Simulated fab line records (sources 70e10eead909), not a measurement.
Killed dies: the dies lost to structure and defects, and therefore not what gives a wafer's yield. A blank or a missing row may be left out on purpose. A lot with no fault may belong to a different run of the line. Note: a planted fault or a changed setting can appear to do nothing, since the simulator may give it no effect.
fab line records	flow nandHarc
record lots=24	wafers=72	lastDay=33
route steps=1302 shown A_STAIRCASE@673
lots untouched by any fault: they come from a run of this same line in which no faults occurred
startH: start of the lot's first displayed wafer, in hours after the record's first day	waitH: hours elapsed since this lot's preceding step	" same as the row above	L1.1+2: one row covering several wafers at once	- either no value or no given start	* or withheld: withheld	< > ~ a bound
route shown NAME@n: a module of which the file shows steps, and the number in the route of the first	usual: mean/standard deviation of fault-free wafers	same: alike in all rows	chamber/n: place in a boat	sites: readings site by site	_std_site: their standard deviation	_edge_site: outer sites' mean less inner sites'	radiusMm: how far each site lies from the wafer's centre	mask NAME#n: copy n	behind: the most recent tool/chamber to have shaped the wafer	hold: what put the lot on hold/how long, in hours/how the hold closed	device: names the non-switching transistor (n, p or np)	end of line: the same wafers' tests at the end of the route	a step with no rows: only its recipe	killed: dies lost to structure and defects at the first sort, not the wafer's yield	map: dies across one wafer; x = killed, . = not, _ = none there
set.NAME: setting as actually run; set.NAME@STEP: the setting as run at that earlier step	model.NAME: the simulator's own value behind a step, which no gauge read
route steps across a sampled set of lots; one table per step, one row per wafer
services: a tool's chamber out of use, with start hour (startH, from the record's first day; less than 0 if before it), hours out, and reason
## steps
# step NHARC_A_STAIRCASE_ETCH_17
# recipe targetDepthA=1000	timeS=40.5	ionEnergyEv=400	c4f8FlowSccm=20	o2FlowSccm=10	arFlowSccm=withheld	rfW=600	biasW=1000	chemistry=C4F8/O2
# usual oesProductAu=0.936/0.011	rfVppV=895/4.8
lot.wafer	tool	chamber	startH	waitH	oesProductAu	rfHoursCounterH	rfVppV
L074.4	rieDiel-03	0	-	-	0.941	25	892
L074.3	"	2	"	"	0.936	25	899
L074.6	"	3	"	"	0.932	-	890
L075.4	rieDiel-03	0	-	-	0.931	26	891
L075.2	"	2	"	"	0.929	25	899
L075.5	"	0	"	"	0.937	-	892
L076.1	rieDiel-03	1	-	-	0.947	36	891
L076.4	"	0	"	"	0.949	33	891
L076.5	"	1	"	"	0.935	-	891
L078.3	rieDiel-11	2	-	-	0.927	50	894
L078.1	"	3	"	"	0.930	45	891
L078.4	"	0	"	"	0.935	-	886
L077.3	rieDiel-11	3	-	-	0.936	47	892
L077.6	"	2	"	"	0.933	-	894
L077.5	"	3	"	"	0.948	-	891
L079.1	rieDiel-13	0	-	-	0.941	13	897
L079.5	"	1	"	"	0.936	-	893
L079.6	"	2	"	"	0.963	-	900
L081.1	rieDiel-03	2	-	-	0.916	52	898
L081.4	"	3	"	"	0.895	41	888
L081.6	"	3	"	"	0.898	-	889
L082.3	rieDiel-13	3	-	-	0.941	17	898
L082.1	"	0	"	"	0.938	24	897
L082.4	"	3	"	"	0.947	-	896
L080.2	rieDiel-03	1	-	-	0.930	58	889
L080.3	"	0	"	"	0.948	53	892
L080.6	"	1	"	"	0.933	-	891
L083.2	rieDiel-11	0	-	-	0.943	0	907
L083.5	"	1	"	"	0.937	-	903
L083.6	"	2	"	"	0.944	-	894
L085.3	rieDiel-11	1	-	-	0.919	4	903
L085.4	"	3	"	"	0.940	4	889
L085.1	"	0	"	"	0.935	3	906
L084.4	rieDiel-03	3	-	-	0.942	1	886
L084.1	"	0	"	"	0.938	2	891
L084.6	"	0	"	"	0.941	-	891
L086.2	rieDiel-03	2	-	-	0.924	2	898
L086.5	"	0	"	"	0.926	-	891
L086.6	"	1	"	"	0.940	-	890
L087.2	rieDiel-13	1	-	-	0.940	43	893
L087.3	"	2	"	"	0.950	36	899
L087.6	"	0	"	"	0.949	-	896
L088.1	rieDiel-13	2	-	-	0.948	39	897
L088.4	"	3	"	"	0.936	33	896
L088.2	"	0	"	"	0.960	45	897
L091.4	rieDiel-13	3	-	-	0.936	35	896
L091.3	"	0	"	"	0.947	47	895
L091.6	"	3	"	"	0.926	-	895
L089.4	rieDiel-13	3	-	-	0.945	35	897
L089.3	"	1	"	"	0.923	49	892
L089.6	"	3	"	"	0.932	-	896
L090.3	rieDiel-11	1	-	-	0.926	25	903
L090.1	"	3	"	"	0.929	27	889
L090.5	"	1	"	"	0.931	-	901
L092.4	rieDiel-11	1	-	-	0.931	29	903
L092.1	"	2	"	"	0.928	31	893
L092.5	"	2	"	"	0.942	-	894
L093.4	rieDiel-11	1	-	-	0.933	36	901
L093.5	"	3	"	"	0.946	-	890
L093.6	"	0	"	"	0.944	-	905
L095.1	rieDiel-13	2	-	-	0.951	7	898
L095.4	"	0	"	"	0.936	5	896
L095.6	"	1	"	"	0.934	-	893
L094.2	rieDiel-13	3	-	-	0.928	5	897
L094.4	"	0	"	"	0.934	5	896
L094.3	"	1	"	"	0.929	7	892
L096.4	rieDiel-11	0	-	-	0.942	47	904
L096.5	"	0	"	"	0.940	-	904
L096.6	"	1	"	"	0.948	-	902
L097.4	rieDiel-13	0	-	-	0.950	14	895
L097.2	"	1	"	"	0.933	16	891
L097.6	"	2	"	"	0.934	-	897
# step NHARC_A_STAIRCASE_ETCH_21
# recipe targetDepthA=1000	timeS=40.5	ionEnergyEv=400	c4f8FlowSccm=20	o2FlowSccm=10	arFlowSccm=withheld	rfW=600	biasW=1000	chemistry=C4F8/O2
# usual oesProductAu=0.950/0.018	rfVppV=895/5
lot.wafer	tool	chamber	startH	waitH	oesProductAu	rfHoursCounterH	rfVppV
L074.3	rieDiel-03	2	-	-	0.922	25	899
L074.4	"	0	"	"	0.941	26	892
L074.6	"	2	"	"	0.935	-	899
L075.4	rieDiel-13	0	-	-	0.950	0	896
L075.2	"	1	"	"	0.949	0	893
L075.5	"	2	"	"	0.981	-	900
L076.1	rieDiel-13	1	-	-	0.953	7	893
L076.4	"	3	"	"	0.970	3	898
L076.5	"	0	"	"	0.954	-	898
L078.1	rieDiel-11	2	-	-	0.934	50	893
L078.3	"	0	"	"	0.942	43	887
L078.4	"	0	"	"	0.931	-	886
L077.3	rieDiel-13	2	-	-	0.962	10	900
L077.5	"	0	"	"	0.988	-	897
L077.6	"	1	"	"	0.970	-	893
L079.1	rieDiel-11	0	-	-	0.946	44	886
L079.5	"	3	"	"	0.955	-	890
L079.6	"	2	"	"	0.948	-	895
L081.4	rieDiel-03	1	-	-	0.942	53	889
L081.1	"	3	"	"	0.938	41	890
L081.6	"	1	"	"	0.940	-	890
L082.3	rieDiel-11	1	-	-	0.975	48	903
L082.4	"	3	"	"	0.958	61	891
L082.1	"	0	"	"	0.955	57	886
L080.3	rieDiel-03	0	-	-	0.955	53	890
L080.2	"	2	"	"	0.954	58	896
L080.6	"	0	"	"	0.951	-	890
L083.2	rieDiel-11	2	-	-	0.927	1	894
L083.6	"	1	"	"	0.931	-	903
L083.5	"	2	"	"	0.932	-	893
L085.4	rieDiel-13	0	-	-	0.984	28	896
L085.1	"	1	"	"	0.949	29	894
L085.3	"	3	"	"	0.981	22	894
L084.1	rieDiel-13	0	-	-	0.988	37	897
L084.4	"	2	"	"	0.963	32	898
L084.6	"	1	"	"	0.952	-	893
L086.2	rieDiel-03	3	-	-	0.926	4	889
L086.6	"	3	"	"	0.929	-	887
L086.5	"	0	"	"	0.925	-	891
L087.3	rieDiel-03	1	-	-	0.966	5	889
L087.2	"	2	"	"	0.964	5	897
L087.6	"	2	"	"	0.953	-	897
L088.4	rieDiel-03	2	-	-	0.961	11	897
L088.1	"	3	"	"	0.970	12	888
L088.2	"	1	"	"	0.986	11	890
L091.3	rieDiel-13	3	-	-	0.944	35	897
L091.4	"	1	"	"	0.932	49	893
L091.6	"	2	"	"	0.947	-	900
L089.3	rieDiel-03	2	-	-	0.977	13	898
L089.4	"	3	"	"	0.956	17	888
L089.6	"	2	"	"	0.976	-	898
L090.1	rieDiel-11	1	-	-	0.925	26	903
L090.3	"	2	"	"	0.927	27	893
L090.5	"	0	"	"	0.928	-	904
L092.4	rieDiel-11	1	-	-	0.936	29	902
L092.1	"	0	"	"	0.938	29	906
L092.5	"	2	"	"	0.945	-	892
L093.4	rieDiel-11	3	-	-	0.942	37	890
L093.6	"	0	"	"	0.949	-	905
L093.5	"	1	"	"	0.930	-	902
L095.1	rieDiel-11	2	-	-	0.981	38	894
L095.4	"	3	"	"	0.970	39	888
L095.6	"	2	"	"	0.966	-	893
L094.2	rieDiel-13	1	-	-	0.932	7	893
L094.3	"	2	"	"	0.948	8	900
L094.4	"	0	"	"	0.941	5	895
L096.4	rieDiel-11	2	-	-	0.954	44	893
L096.5	"	2	"	"	0.944	-	892
L096.6	"	3	"	"	0.926	-	890
L097.2	rieDiel-13	2	-	-	0.939	15	900
L097.4	"	3	"	"	0.929	13	895
L097.6	"	1	"	"	0.918	-	892
# step NHARC_A_STAIRCASE_ETCH_194
# recipe targetDepthA=1000	timeS=40.5	ionEnergyEv=400	c4f8FlowSccm=20	o2FlowSccm=10	arFlowSccm=withheld	rfW=600	biasW=1000	chemistry=C4F8/O2
# usual oesProductAu=0.941/0.011	rfVppV=895/4.9
lot.wafer	tool	chamber	startH	waitH	oesProductAu	rfHoursCounterH	rfVppV
L074.4	rieDiel-03	2	-	-	0.934	26	898
L074.3	"	0	"	"	0.945	26	893
L074.6	"	2	"	"	0.938	-	899
L075.2	rieDiel-11	3	-	-	0.931	33	890
L075.4	"	1	"	"	0.941	34	904
L075.5	"	3	"	"	0.923	-	891
L076.1	rieDiel-13	1	-	-	0.940	8	894
L076.4	"	3	"	"	0.954	4	897
L076.5	"	2	"	"	0.950	-	900
L078.3	rieDiel-03	2	-	-	0.939	44	899
L078.4	"	3	"	"	0.930	35	889
L078.1	"	0	"	"	0.962	39	893
L077.3	rieDiel-03	2	-	-	0.941	45	898
L077.6	"	2	"	"	0.949	-	899
L077.5	"	3	"	"	0.939	-	890
L079.1	rieDiel-11	0	-	-	0.943	47	886
L079.6	"	2	"	"	0.937	-	893
L079.5	"	3	"	"	0.934	-	891
L081.1	rieDiel-13	3	-	-	0.953	14	896
L081.4	"	0	"	"	0.952	21	895
L081.6	"	1	"	"	0.939	-	894
L082.4	rieDiel-13	0	-	-	0.956	25	898
L082.3	"	1	"	"	0.939	24	892
L082.1	"	3	"	"	0.959	18	897
L080.3	rieDiel-03	2	-	-	0.942	59	899
L080.2	"	0	"	"	0.944	54	891
L080.6	"	2	"	"	0.939	-	897
L083.2	rieDiel-13	0	-	-	0.956	27	898
L083.5	"	1	"	"	0.946	-	893
L083.6	"	2	"	"	0.944	-	900
L085.1	rieDiel-13	1	-	-	0.937	32	891
L085.4	"	2	"	"	0.939	25	898
L085.3	"	3	"	"	0.952	24	897
L084.4	rieDiel-13	2	-	-	0.960	33	899
L084.1	"	1	"	"	0.933	40	892
L084.6	"	3	"	"	0.948	-	897
L086.2	rieDiel-11	0	-	-	0.926	13	906
L086.6	"	3	"	"	0.920	-	891
L086.5	"	0	"	"	0.928	-	905
L087.3	rieDiel-03	2	-	-	0.937	6	896
L087.2	"	0	"	"	0.926	6	892
L087.6	"	2	"	"	0.946	-	898
L088.2	rieDiel-11	1	-	-	0.933	24	903
L088.1	"	3	"	"	0.946	27	890
L088.4	"	0	"	"	0.944	25	905
L091.4	rieDiel-13	2	-	-	0.949	43	899
L091.3	"	0	"	"	0.945	49	897
L091.6	"	2	"	"	0.952	-	899
L089.4	rieDiel-03	3	-	-	0.922	18	887
L089.3	"	0	"	"	0.913	17	890
L089.6	"	3	"	"	0.917	-	887
L090.3	rieDiel-03	3	-	-	0.929	21	887
L090.1	"	0	"	"	0.937	22	891
L090.5	"	3	"	"	0.937	-	888
L092.1	rieDiel-03	2	-	-	0.944	22	898
L092.4	"	0	"	"	0.943	27	890
L092.5	"	2	"	"	0.950	-	897
L093.4	rieDiel-03	2	-	-	0.951	27	898
L093.6	"	0	"	"	0.948	-	891
L093.5	"	1	"	"	0.958	-	890
L095.1	rieDiel-11	1	-	-	0.939	43	900
L095.4	"	3	"	"	0.954	42	889
L095.6	"	1	"	"	0.940	-	902
L094.2	rieDiel-11	2	-	-	0.922	41	893
L094.4	"	3	"	"	0.930	42	890
L094.3	"	1	"	"	0.922	43	903
L096.4	rieDiel-13	3	-	-	0.934	12	895
L096.5	"	2	"	"	0.947	-	900
L096.6	"	3	"	"	0.931	-	898
L097.2	rieDiel-13	1	-	-	0.934	18	893
L097.4	"	3	"	"	0.916	15	895
L097.6	"	1	"	"	0.932	-	892
# step NHARC_A_STAIRCASE_STRIP_205
# recipe powerW=1500	tempC=250	chemistry=O2
# usual drypumpMotorCurrentA=5.4/0.51	heaterPowerW=320/18
lot.wafer	tool	chamber	startH	waitH	drypumpMotorCurrentA	heaterPowerW	rfHoursCounterH
L074.3	plasmaAsher-01	1	357.23	0.2	5.3	328	-
L074.4	"	0	"	"	5.3	296	-
L074.6	"	0	"	"	5.3	300	-
L075.2	plasmaAsher-02	1	357.83	0.1	6.0	337	21
L075.4	"	1	"	"	6.0	340	-
L075.5	"	1	"	"	6.0	337	-
L076.1	plasmaAsher-02	1	388.54	0.1	6.0	346	27
L076.4	"	0	"	"	4.8	308	-
L076.5	"	1	"	"	6.0	346	-
L078.1	plasmaAsher-02	1	399.14	0.1	6.0	344	29
L078.3	"	0	"	"	4.8	312	-
L078.4	"	1	"	"	6.0	331	-
L077.3	plasmaAsher-02	0	402.52	0.2	4.8	308	-
L077.6	"	1	"	"	6.0	342	-
L077.5	"	0	"	"	4.8	312	-
L079.1	plasmaAsher-02	1	403.79	0.1	6.0	343	30
L079.6	"	1	"	"	6.0	333	-
L079.5	"	0	"	"	4.8	315	-
L081.1	plasmaAsher-02	0	422.81	0.1	4.8	316	33
L081.4	"	1	"	"	6.0	342	-
L081.6	"	0	"	"	4.9	301	-
L082.1	plasmaAsher-01	0	438.00	0.1	5.3	303	19
L082.3	"	0	"	"	5.3	292	-
L082.4	"	1	"	"	5.3	327	-
L080.2	plasmaAsher-01	0	438.69	0.1	5.3	283	20
L080.3	"	0	"	"	5.3	290	-
L080.6	"	1	"	"	5.3	324	-
L083.2	plasmaAsher-01	1	449.27	0.2	5.3	325	25
L083.6	"	1	"	"	5.3	334	-
L083.5	"	0	"	"	5.3	290	-
L085.1	plasmaAsher-01	0	462.83	0.1	5.3	300	29
L085.3	"	1	"	"	5.3	329	-
L085.4	"	0	"	"	5.3	292	-
L084.1	plasmaAsher-02	0	477.82	0.1	4.8	308	4
L084.4	"	1	"	"	6.0	342	-
L084.6	"	1	"	"	6.0	336	-
L086.2	plasmaAsher-02	0	482.17	0.1	4.8	309	5
L086.5	"	1	"	"	6.0	339	-
L086.6	"	0	"	"	4.9	312	-
L087.2	plasmaAsher-02	0	489.27	0.1	4.8	303	7
L087.3	"	1	"	"	6.0	338	-
L087.6	"	0	"	"	4.8	301	-
L088.1	plasmaAsher-02	1	514.45	0.1	6.0	329	12
L088.2	"	0	"	"	4.8	314	12
L088.4	"	0	"	"	4.9	305	-
L091.4	plasmaAsher-02	1	518.12	0.2	6.0	333	-
L091.3	"	0	"	"	4.8	303	-
L091.6	"	1	"	"	6.0	335	-
L089.3	plasmaAsher-02	0	520.81	0.2	4.9	311	-
L089.4	"	1	"	"	6.0	343	-
L089.6	"	0	"	"	4.9	309	-
L090.1	plasmaAsher-02	0	522.86	0.1	4.8	312	16
L090.3	"	1	"	"	6.0	339	-
L090.5	"	1	"	"	6.0	343	-
L092.1	plasmaAsher-02	0	536.30	0.1	4.8	302	18
L092.4	"	0	"	"	4.8	310	-
L092.5	"	0	"	"	4.8	313	-
L093.4	plasmaAsher-02	1	556.39	0.2	6.0	337	-
L093.6	"	0	"	"	4.8	310	-
L093.5	"	1	"	"	6.0	333	-
L095.1	plasmaAsher-01	1	565.04	0.1	5.3	338	7
L095.4	"	1	"	"	5.3	334	-
L095.6	"	1	"	"	5.3	333	-
L094.2	plasmaAsher-02	1	565.19	0.1	6.0	333	24
L094.4	"	0	"	"	4.8	308	-
L094.3	"	1	"	"	6.0	338	-
L096.4	plasmaAsher-02	1	583.52	0.2	6.0	325	-
L096.6	"	0	"	"	4.8	304	-
L096.5	"	1	"	"	6.0	328	-
L097.2	plasmaAsher-02	0	588.47	0.1	4.9	308	28
L097.4	"	0	"	"	4.9	304	-
L097.6	"	0	"	"	4.8	303	-
# step NHARC_A_STAIRCASE_ETCH_221
# recipe targetDepthA=1000	timeS=40.5	ionEnergyEv=400	c4f8FlowSccm=20	o2FlowSccm=10	arFlowSccm=withheld	rfW=600	biasW=1000	chemistry=C4F8/O2
# usual oesProductAu=0.940/0.012	rfVppV=894/4.8
lot.wafer	tool	chamber	startH	waitH	oesProductAu	rfHoursCounterH	rfVppV
L074.3	rieDiel-13	1	-	-	0.930	1	893
L074.6	"	1	"	"	0.936	-	893
L074.4	"	2	"	"	0.958	-	900
L075.2	rieDiel-13	0	-	-	0.931	2	897
L075.5	"	2	"	"	0.927	-	901
L075.4	"	1	"	"	0.913	-	894
L076.1	rieDiel-11	2	-	-	0.918	48	893
L076.4	"	2	"	"	0.922	-	894
L076.5	"	3	"	"	0.926	-	890
L078.3	rieDiel-11	3	-	-	0.935	49	891
L078.1	"	0	"	"	0.940	46	886
L078.4	"	0	"	"	0.949	-	886
L077.3	rieDiel-03	1	-	-	0.926	46	891
L077.6	"	3	"	"	0.928	-	888
L077.5	"	0	"	"	0.953	-	892
L079.1	rieDiel-03	3	-	-	0.946	37	888
L079.6	"	1	"	"	0.954	-	887
L079.5	"	2	"	"	0.935	-	899
L081.1	rieDiel-13	1	-	-	0.915	21	892
L081.4	"	0	"	"	0.927	-	897
L081.6	"	1	"	"	0.917	-	892
L082.1	rieDiel-13	2	-	-	0.974	18	898
L082.3	"	3	"	"	0.955	18	896
L082.4	"	0	"	"	0.934	26	897
L080.3	rieDiel-03	0	-	-	0.950	56	891
L080.2	"	3	"	"	0.938	51	887
L080.6	"	1	"	"	0.939	-	892
L083.2	rieDiel-03	0	-	-	0.956	60	891
L083.5	"	0	"	"	0.942	-	890
L083.6	"	1	"	"	0.943	-	890
L085.4	rieDiel-11	3	-	-	0.932	11	891
L085.1	"	1	"	"	0.919	10	903
L085.3	"	2	"	"	0.914	11	893
L084.1	rieDiel-03	3	-	-	0.949	4	889
L084.4	"	2	"	"	0.948	4	898
L084.6	"	0	"	"	0.931	-	889
L086.2	rieDiel-11	1	-	-	0.936	14	902
L086.6	"	2	"	"	0.948	-	893
L086.5	"	3	"	"	0.950	-	889
L087.2	rieDiel-03	3	-	-	0.929	6	888
L087.3	"	2	"	"	0.930	6	897
L087.6	"	3	"	"	0.953	-	888
L088.4	rieDiel-13	1	-	-	0.933	51	890
L088.1	"	2	"	"	0.938	43	900
L088.2	"	3	"	"	0.925	37	897
L091.3	rieDiel-11	3	-	-	0.945	28	889
L091.4	"	1	"	"	0.939	26	902
L091.6	"	2	"	"	0.965	-	892
L089.4	rieDiel-03	2	-	-	0.931	17	899
L089.3	"	1	"	"	0.941	19	889
L089.6	"	2	"	"	0.928	-	897
L090.3	rieDiel-11	0	-	-	0.931	28	905
L090.1	"	1	"	"	0.959	28	902
L090.5	"	1	"	"	0.949	-	902
L092.4	rieDiel-13	2	-	-	0.950	3	900
L092.1	"	3	"	"	0.930	2	896
L092.5	"	3	"	"	0.932	-	896
L093.4	rieDiel-03	1	-	-	0.954	28	891
L093.6	"	2	"	"	0.958	-	897
L093.5	"	3	"	"	0.944	-	889
L095.4	rieDiel-13	2	-	-	0.940	10	899
L095.1	"	3	"	"	0.946	8	897
L095.6	"	1	"	"	0.941	-	893
L094.2	rieDiel-03	3	-	-	0.946	36	888
L094.4	"	0	"	"	0.939	37	890
L094.3	"	2	"	"	0.952	30	898
L096.4	rieDiel-13	2	-	-	0.944	15	899
L096.5	"	2	"	"	0.939	-	899
L096.6	"	3	"	"	0.936	-	896
L097.4	rieDiel-13	1	-	-	0.940	19	892
L097.2	"	2	"	"	0.948	17	898
L097.6	"	1	"	"	0.933	-	892
# step NHARC_A_STAIRCASE_TRIM_226
# recipe timeS=211.2	o2FlowSccm=500	arFlowSccm=0	biasW=0	chemistry=O2
# usual drypumpMotorCurrentA=5.7/0.36	o2FlowSccm=500.0/1.7	oesProductAu=0.996/0.0097	rfVppV=57.6/0.91	showerheadPlenumPTorr=3.48/0.13	throttleValvePct=17.037/0.0085
lot.wafer	tool	chamber	startH	waitH	drypumpMotorCurrentA	o2FlowSccm	oesProductAu	rfHoursCounterH	rfVppV	showerheadPlenumPTorr	throttleValvePct
L074.3	rieDiel-13	2	-	-	5.2	501.5	0.992	1	58.4	3.63	17.038
L074.4	"	0	"	"	5.4	499.2	0.994	-	56.8	3.56	17.040
L074.6	"	2	"	"	5.1	498.6	1.002	-	58.0	3.63	17.047
L075.2	rieDiel-13	2	-	-	5.2	501.4	1.001	2	58.9	3.63	17.059
L075.4	"	2	"	"	5.1	501.9	1.014	-	57.5	3.63	17.037
L075.5	"	0	"	"	5.3	499.3	1.009	-	56.8	3.56	17.032
L076.1	rieDiel-11	2	-	-	6.1	496.6	0.987	49	57.2	3.47	17.034
L076.4	"	2	"	"	6.1	498.9	0.985	-	56.7	3.47	17.036
L076.5	"	0	"	"	6.1	498.9	0.989	-	57.8	3.27	17.036
L078.3	rieDiel-11	0	-	-	6.1	500.4	0.997	46	56.2	3.27	17.044
L078.1	"	3	"	"	5.1	499.9	1.001	49	57.8	3.38	17.028
L078.4	"	3	"	"	5.1	500.9	1.019	-	58.3	3.38	17.029
L077.3	rieDiel-03	3	-	-	5.9	498.8	0.974	37	56.5	3.34	17.027
L077.5	"	2	"	"	5.9	499.9	1.000	-	58.8	3.60	17.038
L077.6	"	3	"	"	5.9	500.1	0.977	-	56.9	3.34	17.035
L079.1	rieDiel-03	3	-	-	5.9	500.3	0.993	37	56.8	3.34	17.049
L079.5	"	0	"	"	5.9	501.1	1.019	-	57.8	3.40	17.035
L079.6	"	1	"	"	5.1	499.4	1.007	-	57.4	3.37	17.043
L081.1	rieDiel-13	1	-	-	5.9	497.9	0.983	22	57.6	3.44	17.026
L081.4	"	1	"	"	5.9	500.3	0.991	-	58.1	3.44	17.033
L081.6	"	0	"	"	5.3	501.0	1.008	-	57.7	3.55	17.026
L082.3	rieDiel-13	2	-	-	5.1	499.1	1.008	19	58.1	3.62	17.041
L082.4	"	3	"	"	5.5	497.4	1.019	19	57.5	3.55	17.032
L082.1	"	0	"	"	5.3	500.0	1.005	26	57.6	3.55	17.042
L080.3	rieDiel-03	0	-	-	5.9	499.9	1.008	56	58.1	3.40	17.043
L080.2	"	1	"	"	5.1	500.2	0.999	62	57.8	3.36	17.031
L080.6	"	2	"	"	5.9	502.4	0.998	-	56.8	3.59	17.035
L083.2	rieDiel-03	3	-	-	5.9	503.8	0.980	55	57.4	3.33	17.041
L083.5	"	2	"	"	5.9	501.8	0.992	-	58.8	3.59	17.023
L083.6	"	3	"	"	5.9	499.6	0.984	-	57.5	3.33	17.027
L085.1	rieDiel-11	3	-	-	5.2	500.7	0.995	11	57.4	3.37	17.035
L085.4	"	0	"	"	6.2	499.5	0.993	10	57.5	3.80	17.029
L085.3	"	1	"	"	5.5	496.1	0.986	10	57.1	3.71	17.047
L084.1	rieDiel-03	2	-	-	5.9	497.8	0.994	5	58.6	3.58	17.047
L084.4	"	0	"	"	5.9	499.2	0.993	4	58.1	3.39	17.023
L084.6	"	3	"	"	5.9	502.0	0.984	-	58.0	3.33	17.041
L086.2	rieDiel-11	2	-	-	6.1	500.9	0.992	15	59.4	3.45	17.045
L086.5	"	3	"	"	5.2	499.6	0.982	-	56.4	3.37	17.046
L086.6	"	0	"	"	6.2	498.4	0.991	-	58.3	3.80	17.038
L087.3	rieDiel-03	2	-	-	5.9	500.8	0.990	7	58.4	3.58	17.039
L087.2	"	3	"	"	5.9	500.1	0.989	7	57.0	3.33	17.045
L087.6	"	2	"	"	5.9	500.3	1.003	-	56.7	3.58	17.040
L088.1	rieDiel-13	1	-	-	5.9	500.3	0.993	51	58.5	3.42	17.056
L088.2	"	2	"	"	5.1	498.9	1.008	43	57.8	3.61	17.036
L088.4	"	3	"	"	5.6	501.6	0.989	37	57.7	3.54	17.043
L091.3	rieDiel-11	1	-	-	5.6	497.9	0.990	27	56.3	3.70	17.044
L091.4	"	2	"	"	6.1	499.7	0.999	28	57.5	3.45	17.035
L091.6	"	0	"	"	6.2	499.9	0.983	-	56.6	3.79	17.038
L089.3	rieDiel-03	2	-	-	5.9	498.6	1.002	18	58.0	3.58	17.030
L089.4	"	3	"	"	5.9	502.1	0.995	21	56.5	3.32	17.027
L089.6	"	2	"	"	5.9	499.8	0.997	-	57.1	3.58	17.041
L090.3	rieDiel-11	2	-	-	6.1	501.8	0.998	29	58.4	3.45	17.037
L090.1	"	3	"	"	5.2	500.5	0.979	30	57.4	3.36	17.038
L090.5	"	1	"	"	5.5	500.2	0.989	-	59.7	3.70	17.023
L092.1	rieDiel-13	0	-	-	5.3	500.0	0.998	2	58.7	3.53	17.035
L092.4	"	1	"	"	5.9	498.2	0.998	2	58.1	3.42	17.039
L092.5	"	0	"	"	5.3	498.4	1.006	-	56.4	3.53	17.027
L093.4	rieDiel-03	0	-	-	5.9	499.1	0.987	32	56.5	3.38	17.045
L093.6	"	3	"	"	5.9	498.6	0.995	-	57.2	3.31	17.040
L093.5	"	0	"	"	5.9	499.5	0.990	-	57.8	3.37	17.017
L095.4	rieDiel-13	2	-	-	5.2	501.8	0.999	11	57.5	3.60	17.046
L095.1	"	3	"	"	5.5	502.8	0.987	9	58.7	3.53	17.035
L095.6	"	2	"	"	5.2	502.8	1.005	-	59.3	3.60	17.053
L094.4	rieDiel-03	3	-	-	5.9	499.9	0.998	36	58.1	3.31	17.030
L094.2	"	1	"	"	5.1	496.4	0.995	31	55.8	3.34	17.014
L094.3	"	2	"	"	5.9	501.3	0.989	30	58.2	3.57	17.036
L096.4	rieDiel-13	1	-	-	5.9	500.4	0.981	17	59.0	3.41	17.039
L096.5	"	0	"	"	5.4	497.9	1.002	-	58.6	3.53	17.037
L096.6	"	1	"	"	5.9	499.2	0.995	-	56.9	3.41	17.038
L097.4	rieDiel-13	3	-	-	5.6	500.4	0.994	17	57.4	3.53	17.047
L097.2	"	1	"	"	5.9	501.2	1.002	19	57.7	3.41	17.022
L097.6	"	3	"	"	5.5	501.8	0.992	-	58.7	3.53	17.050
## services
tool	chamber	startH	hours	kind
rieDiel-13	0	330.56	4.9	repair
plasmaAsher-01	-	342.00	9.0	pm
rieDiel-13	-	343.85	9.0	pm
rieDiel-13	0	343.85	9.0	ventCycle
rieDiel-13	1	343.85	9.0	ventCycle
rieDiel-13	2	343.85	9.0	ventCycle
rieDiel-13	3	343.85	9.0	ventCycle
rieDiel-13	0	352.85	-	clean
rieDiel-13	3	356.68	15.5	repair
rieDiel-13	2	374.87	1.9	repair
rieDiel-11	-	382.15	0.2	repair
rieDiel-03	3	387.53	3.3	repair
plasmaAsher-01	-	406.15	0.6	repair
plasmaAsher-02	-	423.18	22.4	repair
rieDiel-13	2	423.78	9.2	repair
rieDiel-11	1	423.84	6.5	repair
rieDiel-11	-	434.04	9.0	pm
rieDiel-13	0	448.17	6.2	repair
rieDiel-03	-	458.39	9.0	pm
rieDiel-13	3	475.75	22.2	repair
rieDiel-03	0	481.35	3.6	repair
plasmaAsher-01	-	519.00	9.0	pm
rieDiel-13	-	520.91	9.0	pm
rieDiel-13	-	530.61	0.6	repair
## key
fault none
